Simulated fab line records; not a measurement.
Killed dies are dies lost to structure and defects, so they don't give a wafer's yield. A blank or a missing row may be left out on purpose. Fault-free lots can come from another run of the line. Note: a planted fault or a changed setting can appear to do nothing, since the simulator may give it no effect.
Comparing a struck lot with a sound one    flow n5 finfet    18 steps out of a route of 1938
Sound: these wafers, L400.2, L400.4, L400.5. Struck: wafer L406.1. (L406.2 of the same lot was not struck and is left out.) The cause comes at the end.
For every step that has rows: the tool of each side, followed by ch and its chambers, followed by its first start. Under that, the readings that differ: sound wafers    struck wafers    difference of the means    sigmas: that difference in standard deviations of wafers without a fault.
alike: words and numbers the same on both sides, and readings whose means are apart by under 2 such deviations; not compared: readings that were withheld, readings missing a value for some wafer, numbers with overlapping values and no deviation given by the record, and bounds like >300 which may hide the same value.
The two part at a step that has a row with sigmas, a row that says differs or no value, or rows on one side only. Non-overlapping numbers with no deviation appear without sigmas and do not part them. A reading missing from all wafers of one side parts the sides only when that side holds two or more wafers.

first, 6 steps without rows for these wafers: N5_BEOL_M7_COAT_22 (resist thk 30 nm); N5_BEOL_M7_EBR_24; N5_BEOL_M7_SOFTBAKE_23 (time 60 s); N5_BEOL_M7_EXPOSE_25 (exposes mask V6, target cd 40 nm); N5_BEOL_M7_PEB_26 (peb time 60 s); N5_BEOL_M7_DEVELOP_27 (develop time 30 s).
N5_BEOL_M7_CD_MEAS_28: target cd 40 nm.
  sound on cd sem-03 ch 0, day 12 06:22; struck on cd sem-01 ch 0, day 14 23:04
  alike: cd nm
N5_BEOL_M7_OVL_MEAS_29:
  sound on overlay-01 ch 0, day 12 06:25; struck on overlay-02 ch 0, day 14 23:06
  alike: V6_OVL
N5_BEOL_M7_INSPECT_30: inspects for defects (brightfield).
  sound on defect inspect-02 at day 12 06:28; struck on defect inspect-01 at day 14 23:10
  alike: raw defect count
N5_BEOL_M7_DESCUM_33: chemistry O2, time 7 s.
  sound on rie diel-02 ch 0,1,3, day 12 06:47; struck on rie diel-05 ch 1, day 14 23:12
  alike: drypump motor current A, oes product au, rf vpp V, showerhead plenum p Torr, throttle valve pct
  not compared: rf hours counter h
N5_BEOL_M7_ETCH_72: etches underlayer in N2/H2, target depth 6.5 nm, time 5.2 s.
  sound on rie diel-02 ch 0,1,3, day 12 06:50; struck on rie diel-05 ch 1, day 14 23:14
reading       sound              struck  difference  sigmas
rf vpp V (V)  526.8 529.4 522.4  520.9   -5.3        -2
  alike: drypump motor current A, etch rf on time s, oes product au, showerhead plenum p Torr, throttle valve pct
  not compared: rf hours counter h
N5_BEOL_M7_ETCH_65: etches SiARC in CF4, target depth 15.6 nm, time 26 s.
  sound on rie diel-02 ch 0,1,3, day 12 06:50; struck on rie diel-05 ch 1, day 14 23:15
  alike: drypump motor current A, etch rf on time s, oes product au, rf vpp V, showerhead plenum p Torr, throttle valve pct
  not compared: rf hours counter h
N5_BEOL_M7_ETCH_66: etches SOC in N2/H2, target depth 80 nm, overetch 16 nm, time 120 s.
  sound on rie diel-02 ch 0,1,3, day 12 06:52; struck on rie diel-05 ch 1, day 14 23:17
reading                                     sound              struck  difference  sigmas
run length s (s)                            143.4 143.6 142.6  112.5   -30.7       -96
model.SiARC_of_BEOL_M7_COAT_64.thk nm (nm)  6.6 6.4 6.2        7.8     +1.4        
model.BEOL_M7.cd nm (nm)                    40 39.8 39.8       39.4    -0.5        
  alike: drypump motor current A, oes product au, rf vpp V, showerhead plenum p Torr, throttle valve pct
  not compared: rf hours counter h
then, 2 steps without rows for these wafers: N5_BEOL_M7_STRIP_69 (strips in N2/H2); N5_BEOL_M7_STRIP_73 (strips in N2/H2).
N5_BEOL_M7_VIA_ETCH_34: etches SiCOH lowk in C4F6/O2, target depth 125.5 nm, time 50.5 s.
  sound on rie diel-02 ch 0,1,3, day 12 06:58; struck on rie diel-05 ch 1, day 14 23:23
reading                   sound     struck  difference  sigmas
model.BEOL_M7.cd nm (nm)  40 40 40  39.6    -0.4        
  alike: drypump motor current A, oes_o_777_au, oes product au, rf vpp V, run length s, showerhead plenum p Torr, throttle valve pct
  not compared: rf hours counter h
then, 2 steps without rows for these wafers: N5_BEOL_M7_STRIP_76 (strips in C4F6/O2); N5_PASSIVATION_PROBE_49.

## WHERE THEY PART
At N5_BEOL_M7_ETCH_72 first; at N5_BEOL_M7_ETCH_66 last (within this record only). Later steps at which nothing parts them and some readings are alike: N5_BEOL_M7_VIA_ETCH_34.

WHY: whatever the simulator had introduced
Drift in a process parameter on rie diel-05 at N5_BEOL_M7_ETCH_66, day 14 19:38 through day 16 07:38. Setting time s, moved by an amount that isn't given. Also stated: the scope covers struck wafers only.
